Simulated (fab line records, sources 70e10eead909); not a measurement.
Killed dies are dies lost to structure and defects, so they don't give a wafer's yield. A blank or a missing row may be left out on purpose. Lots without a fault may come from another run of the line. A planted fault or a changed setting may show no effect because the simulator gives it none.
fab line records | flow nand_harc | part 1 of 2: steps 1 to 3 of 6
record lots=24 wafers=72 last_day=26
route steps=1159 shown A_CONTACT@914
lots that met no fault: from a run of the same line without faults
start_h: hours from the record's first day to the start of the lot's first wafer shown | wait_h: hours since the lot's step before | " the same as in the row above | L1.1+2: a row that stands for several wafers | - no value, or no start given | * or withheld: withheld | < > ~ a bound
route shown NAME@n: a module of which the file shows steps, and the number in the route of the first | usual: mean/standard deviation of fault-free wafers | same: alike in all rows | chamber/n: place in a boat | sites: the reading at each site | _std_site: their standard deviation | _edge_site: outer sites' mean less inner sites' | radius_mm: how far each site lies from the wafer's centre | mask NAME#n: copy n | behind: the tool/chamber that last shaped the wafer | hold: why the lot was held/for how many hours/how that ended | device: the transistor (n, p or np) that didn't switch | end of line: the same wafers' tests at the end of the route | a step without rows: its recipe alone | killed: dies lost to structure and defects at the first sort, not the wafer's yield | map: a wafer's dies, x killed, . not, _ none there
set.NAME: the setting as run; set.NAME@STEP: as run at that earlier step | model.NAME: the simulator's own value behind a step, which no gauge read
steps of the route over a sample of lots; a table a step, a row a wafer
services: from which hour (start_h, from the record's first day; less than 0 if before it) a tool's chamber was out of use, for how many hours, and why
## steps
# step NHARC_A_CONTACT_ETCH_91
# recipe target_depth_a=400 over_etch_frac=0.5 time_s=85.7 ion_energy_ev=120 ch3f_flow_sccm=50 o2_flow_sccm=30 ar_flow_sccm=200 rf_w=500 bias_w=100 chemistry=CH3F/O2
# usual drypump_motor_current_A=5.8/0.48 mfc_ar_sccm=200.0/0.57 oes_product_au=0.94/0.032 rf_vpp_V=243.9/1.4 showerhead_plenum_p_Torr=2.44/0.085 throttle_valve_pct=20.662/0.0085
# same over_etch_frac=0.5
# columns lot.wafer tool chamber start_h wait_h drypump_motor_current_A mfc_ar_sccm oes_product_au rf_hours_counter_h rf_vpp_V showerhead_plenum_p_Torr throttle_valve_pct
L074.4 rie_diel-12 2 376.24 0.4 5.6 200.9 0.92 61 242.7 2.34 20.655
L074.3 " 1 " " 5.3 199.9 0.93 61 244.6 2.50 20.651
L074.5 " 3 " " 5.9 200.7 0.92 - 242.8 2.37 20.668
L077.1 rie_diel-01 0 386.41 0.5 5.7 199.9 0.92 16 243.0 2.43 20.675
L077.2 " 1 " " 5.4 199.7 0.91 15 245.3 2.56 20.664
L077.5 " 0 " " 5.7 199.2 0.93 - 242.7 2.43 20.657
L075.3 rie_diel-01 2 388.42 0.5 5.1 200.1 0.94 14 242.3 2.38 20.666
L075.4 " 3 " " 6.2 198.9 0.92 15 244.2 2.38 20.669
L075.5 " 0 " " 5.6 199.3 0.92 - 243.2 2.43 20.667
L076.4 rie_diel-02 1 393.33 0.4 6.7 200.6 0.93 20 243.1 2.40 20.644
L076.1 " 2 " " 5.4 201.7 0.93 24 247.6 2.65 20.668
L076.3 " 3 " " 6.1 199.4 0.92 24 245.5 2.54 20.656
L078.1 rie_diel-01 3 396.31 0.5 6.2 199.6 0.92 17 245.2 2.38 20.668
L078.4 " 0 " " 5.7 199.2 0.92 17 243.7 2.43 20.662
L078.2 " 2 " " 5.1 199.6 0.94 16 243.5 2.38 20.671
L080.3 rie_diel-02 3 413.59 0.4 6.1 199.7 0.92 31 245.6 2.54 20.666
L080.2 " 0 " " 6.5 199.9 0.92 28 242.5 2.38 20.653
L080.5 " 2 " " 5.4 200.6 0.94 - 246.4 2.65 20.654
L079.4 rie_diel-01 1 415.56 0.4 5.4 199.2 0.92 20 246.1 2.56 20.673
L079.2 " 3 " " 6.2 200.6 0.92 20 243.3 2.38 20.666
L079.5 " 0 " " 5.7 198.9 0.93 - 243.4 2.43 20.652
L081.4 rie_diel-01 3 427.92 0.4 6.2 200.8 0.92 22 241.3 2.38 20.648
L081.6 " 3 " " 6.2 200.4 0.92 - 243.2 2.38 20.659
L081.5 " 0 " " 5.6 199.3 0.93 - 243.2 2.43 20.657
L083.2 rie_diel-01 0 430.06 0.6 5.7 200.8 0.94 24 245.5 2.43 20.646
L083.4 " 2 " " 5.1 200.4 0.93 22 243.5 2.38 20.661
L083.3 " 3 " " 6.2 200.0 0.92 23 244.1 2.38 20.659
L084.2 rie_diel-01 2 439.17 0.5 5.1 199.0 0.93 23 242.6 2.38 20.663
L084.4 " 3 " " 6.2 200.4 0.92 23 244.1 2.38 20.678
L084.6 " 3 " " 6.2 200.5 0.92 - 242.2 2.38 20.662
L082.3 rie_diel-01 3 440.44 0.5 6.2 199.9 1.00 23 243.3 2.38 20.648
L082.5 " 1 " " 5.4 200.5 0.99 - 245.9 2.56 20.667
L082.6 " 2 " " 5.1 199.6 1.01 - 241.8 2.38 20.650
L087.2 rie_diel-12 2 453.33 0.5 5.6 200.3 0.99 21 242.0 2.33 20.666
L087.6 " 2 " " 5.6 201.0 0.99 - 243.6 2.33 20.667
L087.4 " 3 " " 5.9 199.2 0.99 - 242.9 2.36 20.671
L085.2 rie_diel-01 2 455.52 0.6 5.1 200.0 0.94 26 243.6 2.37 20.654
L085.4 " 1 " " 5.4 200.5 0.92 26 244.5 2.56 20.664
L085.6 " 2 " " 5.1 199.7 0.94 - 241.9 2.37 20.662
L089.2 rie_diel-01 3 458.98 0.5 6.2 199.4 0.92 28 243.2 2.38 20.671
L089.4 " 1 " " 5.4 199.6 0.93 27 246.3 2.55 20.651
L089.5 " 0 " " 5.7 199.2 0.94 - 245.0 2.43 20.658
L086.3 rie_diel-01 0 462.51 0.5 5.7 199.4 0.93 29 244.3 2.43 20.656
L086.2 " 2 " " 5.1 200.1 0.94 28 243.2 2.37 20.653
L086.6 " 1 " " 5.4 200.8 0.93 - 245.2 2.55 20.660
L090.2 rie_diel-01 0 473.83 0.5 5.7 199.9 0.94 32 242.4 2.43 20.672
L090.5 " 2 " " 5.1 200.3 0.93 - 244.8 2.37 20.674
L090.6 " 3 " " 6.2 199.6 0.91 - 242.9 2.38 20.657
L088.1 rie_diel-12 0 475.56 0.5 6.7 200.2 0.93 17 244.0 2.41 20.662
L088.2 " 3 " " 5.9 200.0 0.93 32 242.5 2.36 20.650
L088.5 " 1 " " 5.4 200.4 0.93 - 245.5 2.48 20.681
L091.3 rie_diel-02 2 487.50 0.4 5.4 199.8 0.91 60 246.0 2.64 20.667
L091.2 " 0 " " 6.5 199.9 0.92 56 241.4 2.37 20.653
L091.6 " 3 " " 6.1 200.2 0.91 - 245.9 2.53 20.650
L092.3 rie_diel-01 3 489.54 0.4 6.2 200.3 0.93 33 243.8 2.38 20.664
L092.1 " 1 " " 5.4 198.9 0.91 33 245.8 2.55 20.672
L092.4 " 3 " " 6.2 199.7 0.91 - 243.7 2.38 20.669
L094.3 rie_diel-01 2 503.28 0.4 5.1 199.8 1.02 0 242.9 2.37 20.668
L094.2 " 3 " " 6.2 200.5 1.00 0 241.2 2.37 20.676
L094.1 " 1 " " 5.4 200.4 1.01 0 243.9 2.55 20.657
L093.1 rie_diel-12 0 506.71 0.6 6.8 200.1 1.00 27 243.3 2.40 20.665
L093.2 " 1 " " 5.4 200.7 1.00 43 245.9 2.48 20.659
L093.5 " 2 " " 5.6 200.2 0.99 - 242.5 2.32 20.668
L095.3 rie_diel-01 1 508.81 0.4 5.4 201.0 0.94 1 244.1 2.55 20.664
L095.2 " 2 " " 5.1 201.0 0.94 1 243.6 2.37 20.648
L095.6 " 1 " " 5.4 199.8 0.92 - 246.1 2.55 20.671
L096.2 rie_diel-12 0 528.69 0.5 6.7 199.8 0.92 34 244.1 2.40 20.658
L096.3 " 3 " " 5.9 200.1 0.92 50 244.0 2.35 20.650
L096.6 " 2 " " 5.6 200.1 0.91 - 241.4 2.32 20.656
L097.4 rie_diel-02 1 543.13 0.5 6.7 201.2 1.01 8 243.1 2.38 20.676
L097.2 " 2 " " 5.4 199.9 0.99 8 246.7 2.63 20.667
L097.6 " 3 " " 6.1 198.7 0.98 - 243.8 2.52 20.663
# step NHARC_A_CONTACT_STRIP_82
# recipe o2_flow_sccm=500 ar_flow_sccm=0 bias_w=0 chemistry=O2
# usual drypump_motor_current_A=5.7/0.47 mfc_ar_sccm=0.009/0.0098 oes_product_au=1.002/0.011 rf_vpp_V=57.7/0.95 showerhead_plenum_p_Torr=3.50/0.12 throttle_valve_pct=17.037/0.0096
# columns lot.wafer tool chamber start_h wait_h drypump_motor_current_A mfc_ar_sccm oes_product_au rf_hours_counter_h rf_vpp_V showerhead_plenum_p_Torr throttle_valve_pct
L074.4 rie_diel-02 3 - - 6.2 0.024 0.988 14 58.3 3.65 17.027
L074.3 " 2 " " 5.4 0.006 1.002 15 58.9 3.80 17.034
L074.5 " 3 " " 6.1 0.024 0.999 - 59.2 3.65 17.043
L077.1 rie_diel-01 3 - - 6.2 0.006 1.000 15 58.5 3.42 17.039
L077.2 " 2 " " 5.1 0 1.020 14 58.0 3.42 17.025
L077.5 " 0 " " 5.7 0 1.001 - 58.1 3.49 17.032
L075.3 rie_diel-12 1 - - 5.4 0.019 1.010 0 58.5 3.58 17.034
L075.4 " 0 " " 6.7 0.030 0.999 0 58.5 3.46 17.026
L075.5 " 2 " " 5.7 0 0.996 - 56.5 3.36 17.031
L076.1 rie_diel-02 0 - - 6.5 0.024 0.986 21 56.5 3.43 17.060
L076.4 " 1 " " 6.7 0.035 1.001 20 59.2 3.45 17.037
L076.3 " 2 " " 5.4 0.006 0.994 24 58.6 3.79 17.018
L078.1 rie_diel-01 1 - - 5.4 0.013 0.997 16 58.4 3.67 17.041
L078.2 " 3 " " 6.2 0.006 0.990 17 57.0 3.42 17.013
L078.4 " 0 " " 5.7 0 1.013 17 57.4 3.49 17.036
L080.2 rie_diel-01 2 - - 5.1 0 1.010 19 56.3 3.42 17.038
L080.3 " 3 " " 6.2 0.006 0.997 20 57.5 3.42 17.035
L080.5 " 2 " " 5.1 0 1.008 - 57.5 3.42 17.027
L079.2 rie_diel-12 3 - - 5.9 0.016 1.009 11 59.6 3.40 17.031
L079.5 " 1 " " 5.4 0.019 1.019 - 59.3 3.58 17.039
L079.4 " 3 " " 5.9 0.016 1.009 - 56.9 3.40 17.028
L081.4 rie_diel-01 0 - - 5.6 0 1.010 23 56.6 3.49 17.034
L081.5 " 0 " " 5.7 0 0.999 - 58.5 3.49 17.038
L081.6 " 1 " " 5.4 0.013 0.991 - 57.0 3.66 17.031
L083.3 rie_diel-01 0 - - 5.7 0 1.014 24 56.5 3.49 17.048
L083.2 " 2 " " 5.1 0 1.011 22 56.1 3.41 17.046
L083.4 " 3 " " 6.2 0.006 0.988 23 58.4 3.42 17.052
L084.2 rie_diel-01 1 - - 5.4 0.013 0.992 23 56.6 3.66 17.021
L084.4 " 3 " " 6.2 0.006 0.995 23 57.6 3.42 17.040
L084.6 " 1 " " 5.4 0.013 0.996 - 57.7 3.66 17.045
L082.3 rie_diel-01 2 - - 5.1 0 1.015 23 57.4 3.41 17.027
L082.6 " 0 " " 5.7 0 1.007 - 57.2 3.49 17.038
L082.5 " 1 " " 5.4 0.013 0.999 - 58.9 3.66 17.027
L087.2 rie_diel-01 3 - - 6.2 0.006 0.990 26 57.5 3.42 17.032
L087.4 " 2 " " 5.1 0 1.005 26 58.3 3.41 17.048
L087.6 " 0 " " 5.7 0 1.007 - 57.6 3.49 17.043
L085.2 rie_diel-01 3 - - 6.2 0.006 0.998 27 57.2 3.42 17.036
L085.4 " 1 " " 5.4 0.013 0.993 27 59.0 3.66 17.034
L085.6 " 2 " " 5.1 0 1.017 - 57.0 3.41 17.044
L089.2 rie_diel-12 0 - - 6.7 0.030 1.005 10 57.9 3.46 17.020
L089.4 " 1 " " 5.4 0.019 1.016 26 57.9 3.57 17.032
L089.5 " 3 " " 5.9 0.016 0.999 - 57.8 3.39 17.032
L086.3 rie_diel-01 3 - - 6.2 0.006 0.992 28 57.5 3.41 17.049
L086.2 " 2 " " 5.1 0 1.015 28 55.9 3.41 17.027
L086.6 " 0 " " 5.7 0 1.006 - 58.1 3.49 17.041
L090.2 rie_diel-01 2 - - 5.1 0 1.030 30 57.9 3.41 17.041
L090.5 " 1 " " 5.4 0.013 0.997 - 58.1 3.66 17.055
L090.6 " 2 " " 5.1 0 1.025 - 56.2 3.41 17.032
L088.1 rie_diel-12 2 - - 5.6 0 0.999 31 57.7 3.34 17.051
L088.2 " 3 " " 5.9 0.016 0.999 32 58.2 3.39 17.036
L088.5 " 1 " " 5.4 0.019 1.026 - 57.3 3.56 17.049
L091.3 rie_diel-01 3 - - 6.2 0.006 1.001 33 57.1 3.41 17.026
L091.2 " 0 " " 5.7 0 1.007 34 58.9 3.48 17.041
L091.6 " 1 " " 5.4 0.013 0.998 - 58.3 3.66 17.037
L092.1 rie_diel-01 3 - - 6.2 0.006 0.991 33 56.8 3.41 17.031
L092.3 " 1 " " 5.4 0.013 0.999 33 59.6 3.66 17.012
L092.4 " 1 " " 5.4 0.013 0.999 - 57.4 3.66 17.054
L094.2 rie_diel-01 1 - - 5.4 0.013 1.000 0 58.7 3.66 17.033
L094.3 " 2 " " 5.1 0 1.016 0 57.3 3.41 17.047
L094.1 " 3 " " 6.2 0.006 1.001 0 57.0 3.41 17.024
L093.2 rie_diel-01 1 - - 5.4 0.013 1.003 1 61.0 3.66 17.035
L093.1 " 0 " " 5.7 0 1.016 1 57.1 3.48 17.035
L093.5 " 1 " " 5.4 0.013 1.001 - 57.5 3.66 17.046
L095.3 rie_diel-01 1 - - 5.4 0.013 1.005 1 58.9 3.66 17.050
L095.2 " 2 " " 5.1 0 1.029 1 58.3 3.41 17.024
L095.6 " 1 " " 5.4 0.013 1.014 - 57.8 3.66 17.054
L096.3 rie_diel-02 0 - - 6.6 0.024 0.981 4 58.0 3.40 17.037
L096.2 " 3 " " 6.1 0.024 0.983 4 56.6 3.62 17.050
L096.6 " 0 " " 6.6 0.024 0.983 - 57.7 3.40 17.021
L097.2 rie_diel-02 3 - - 6.1 0.024 0.984 9 58.1 3.61 17.026
L097.4 " 0 " " 6.5 0.024 0.993 9 56.9 3.40 17.030
L097.6 " 3 " " 6.1 0.024 0.988 - 57.6 3.61 17.038
# step NHARC_A_CONTACT_DEP_85
# recipe target_thk_a=500 target_thk_nm=50 temp_c=400 pressure_torr=3.5 flow_sccm=200 rf_w=350 material=SiON
# usual heater_power_w=705/66 susceptor_temp_C=400.03/0.19
# columns lot.wafer tool chamber start_h wait_h heater_power_w susceptor_temp_C
L074.3 pecvd-02 0 379.63 0.7 754 399.59
L074.4 " 0 " " 763 400.10
L074.5 " 2 " " 568 399.90
L077.2 pecvd-01 2 388.97 0.9 804 399.61
L077.1 " 0 " " 753 400.19
L077.5 " 2 " " 813 399.70
L075.3 pecvd-03 0 390.85 0.7 776 399.82
L075.4 " 0 " " 798 399.89
L075.5 " 1 " " 606 400.34
L076.3 pecvd-01 2 399.03 0.6 728 400.05
L076.1 " 1 " " 770 400.06
L076.4 " 2 " " 765 399.88
L078.2 pecvd-03 1 400.78 0.9 649 400.07
L078.1 " 0 " " 673 400.14
L078.4 " 0 " " 670 400.10
L080.3 pecvd-03 2 419.43 0.7 694 400.13
L080.2 " 0 " " 756 399.99
L080.5 " 1 " " 638 399.98
L079.2 pecvd-03 2 422.45 1.0 653 400.45
L079.5 " 0 " " 676 399.70
L079.4 " 1 " " 616 400.30
L081.6 pecvd-03 2 430.51 0.2 643 400.07
L081.4 " 0 " " 783 399.92
L081.5 " 1 " " 670 400.00
L083.2 pecvd-03 0 432.82 0.9 669 400.30
L083.3 " 1 " " 657 399.96
L083.4 " 2 " " 720 399.95
L084.2 pecvd-03 0 443.07 0.9 796 400.00
L084.4 " 1 " " 689 400.05
L084.6 " 0 " " 795 400.26
L082.3 pecvd-01 2 443.91 0.9 764 399.99
L082.6 " 1 " " 764 400.09
L082.5 " 2 " " 786 399.71
L087.2 pecvd-02 0 456.23 0.9 757 399.86
L087.4 " 0 " " 755 400.20
L087.6 " 1 " " 783 400.37
L085.2 pecvd-03 1 458.24 0.9 598 399.84
L085.6 " 0 " " 768 400.06
L085.4 " 1 " " 600 400.18
L089.2 pecvd-02 2 463.09 0.9 615 400.04
L089.5 " 0 " " 667 400.01
L089.4 " 2 " " 612 400.14
L086.3 pecvd-03 1 464.94 0.6 667 400.31
L086.2 " 2 " " 699 399.85
L086.6 " 2 " " 730 399.79
L090.2 pecvd-01 2 478.71 0.9 869 400.01
L090.6 " 1 " " 669 399.86
L090.5 " 2 " " 870 399.89
L088.2 pecvd-01 1 479.94 0.9 711 400.06
L088.1 " 2 " " 907 400.04
L088.5 " 2 " " 719 399.99
L091.2 pecvd-03 2 491.74 0.8 721 399.86
L091.3 " 0 " " 685 400.13
L091.6 " 0 " " 693 399.99
L092.3 pecvd-03 0 492.10 0.6 693 399.75
L092.1 " 1 " " 654 399.91
L092.4 " 1 " " 662 400.13
L094.2 pecvd-02 2 506.95 0.9 577 400.19
L094.3 " 0 " " 732 399.81
L094.1 " 1 " " 647 400.23
L093.1 pecvd-01 0 509.33 1.0 597 399.99
L093.2 " 1 " " 677 400.21
L093.5 " 2 " " 787 400.35
L095.2 pecvd-03 2 511.25 0.9 704 400.19
L095.3 " 1 " " 614 400.29
L095.6 " 1 " " 624 400.16
L096.2 pecvd-02 0 534.52 0.8 781 399.90
L096.3 " 2 " " 668 400.03
L096.6 " 0 " " 773 399.84
L097.2 pecvd-03 2 550.69 0.9 748 399.99
L097.4 " 1 " " 631 399.63
L097.6 " 2 " " 742 400.12
